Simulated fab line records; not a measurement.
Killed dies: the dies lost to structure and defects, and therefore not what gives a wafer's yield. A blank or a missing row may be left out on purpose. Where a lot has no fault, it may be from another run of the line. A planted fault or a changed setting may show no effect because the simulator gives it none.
Split-lot study + flow n5Finfet + 21 wafers read from 7 lots, route of 1938 steps

## ON THE SPLIT
At N5_BEOL_M3_ETCH_64 (etches SOC in N2/H2, target depth 75 nm, overetch 15 nm, time 112.5 s), the setting timeS was moved away from the recipe's 112.5 s on 6 of the 21 wafers read, by -14.5% to +12.3%. The other wafers ran this setting at the recipe's value.

The reading comes from the split's own step.

## THE READING
SiARC_of_BEOL_M3_COAT_62.thkNm (the simulator's own value, which no gauge read), in nm, at N5_BEOL_M3_ETCH_64 (etches SOC in N2/H2, target depth 75 nm, overetch 15 nm, time 112.5 s). No usual value for it is given in the file. Here, 15 wafers ran the recipe; their average is 6.7 nm with a standard deviation of 0.12 nm.

| wafer  | tool, chamber at the split | timeS as run, s | against the recipe | SiARC_of_BEOL_M3_COAT_62.thkNm, nm | against lot-mates on the recipe |
|--------|----------------------------|-----------------|--------------------|------------------------------------|---------------------------------|
| L075.1 | rieDiel-03, 2              | 112.5           | recipe             | 6.8                                | -                               |
| L075.3 | rieDiel-03, 0,1            | 112.5           | recipe             | 6.6                                | -                               |
| L075.4 | rieDiel-03, 0,1            | 112.5           | recipe             | 6.6                                | -                               |
| L074.1 | rieDiel-06, 2              | 120.7           | +7.3%              | 6.6                                | +0.0                            |
| L074.2 | rieDiel-06, 1              | 112.5           | recipe             | 6.6                                | -                               |
| L074.6 | rieDiel-06, 1              | 120.7           | +7.3%              | 6.2                                | -0.4                            |
| L084.1 | rieDiel-03, 3,2            | 112.5           | recipe             | 6.8                                | -                               |
| L084.3 | rieDiel-03, 3,2            | 112.5           | recipe             | 6.8                                | -                               |
| L084.5 | rieDiel-03, 2              | 105             | -6.7%              | 7.2                                | +0.4                            |
| L088.1 | rieDiel-01, 1              | 112.5           | recipe             | 6.6                                | -                               |
| L088.5 | rieDiel-01, 1              | 112.5           | recipe             | 6.6                                | -                               |
| L088.2 | rieDiel-01, 2              | 112.5           | recipe             | 7                                  | -                               |
| L089.1 | rieDiel-03, 3,2,2          | 112.5           | recipe             | 6.8                                | -                               |
| L089.2 | rieDiel-03, 3,2,2          | 112.5           | recipe             | 6.8                                | -                               |
| L089.6 | rieDiel-03, 3,2,2          | 112.5           | recipe             | 6.8                                | -                               |
| L091.1 | rieDiel-03, 2              | 126.3           | +12.3%             | 6.2                                | -0.6                            |
| L091.4 | rieDiel-03, 3              | 112.5           | recipe             | 6.8                                | -                               |
| L091.6 | rieDiel-03, 0              | 126.3           | +12.3%             | 6                                  | -0.8                            |
| L095.1 | rieDiel-01, 1              | 112.5           | recipe             | 6.6                                | -                               |
| L095.3 | rieDiel-01, 3              | 96.21           | -14.5%             | 7.4                                | +0.7                            |
| L095.5 | rieDiel-01, 3              | 112.5           | recipe             | 6.8                                | -                               |
If several chambers appear in one row, that row covers several wafers at once and the file leaves open which wafer was in which chamber.

THE FIT
A straight line over all 21 wafers: SiARC_of_BEOL_M3_COAT_62.thkNm changes by -0.0503 nm for each +1% of timeS; r = -0.91; the points scatter about the line by 0.13 nm.
The same after taking each lot's own level away (the mean of its wafers on the recipe; 21 wafers): -0.05 nm for each +1%; r = -0.91; scatter 0.13 nm.
The reading moves by 0.72 nm for the largest change in timeS, on that fit.
Measured against the standard deviation above, the lots' own levels, which go from 6.60 to 6.80 nm, span 1.7 times it.
The two slopes agree, so the slope changes little with the lot-to-lot level.
Check: with one of the wafers moved furthest among these (-14.5%) left out of the fit, the line predicts +0.757 nm for it against its lot-mates. It came out at +0.7 nm against them.

## OTHER SPLITS ON THESE WAFERS
Before the reading, these wafers also passed through other splits. Each is held against what the fit with the lots' levels taken away leaves over:
| other split on the same wafers | wafers away from the commonest value | r with SiARC_of_BEOL_M3_COAT_62.thkNm (lot level and that fit taken away) |
|--------------------------------|--------------------------------------|---------------------------------------------------------------------------|
| N5_BEOL_M2_COAT_62 spinRpm     | 4                                    | -0.07                                                                     |

## THE FILE'S OWN FIT
SiARC_of_BEOL_M3_COAT_62.thkNm changes by -0.0499 nm for each +1% of timeS, r = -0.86.
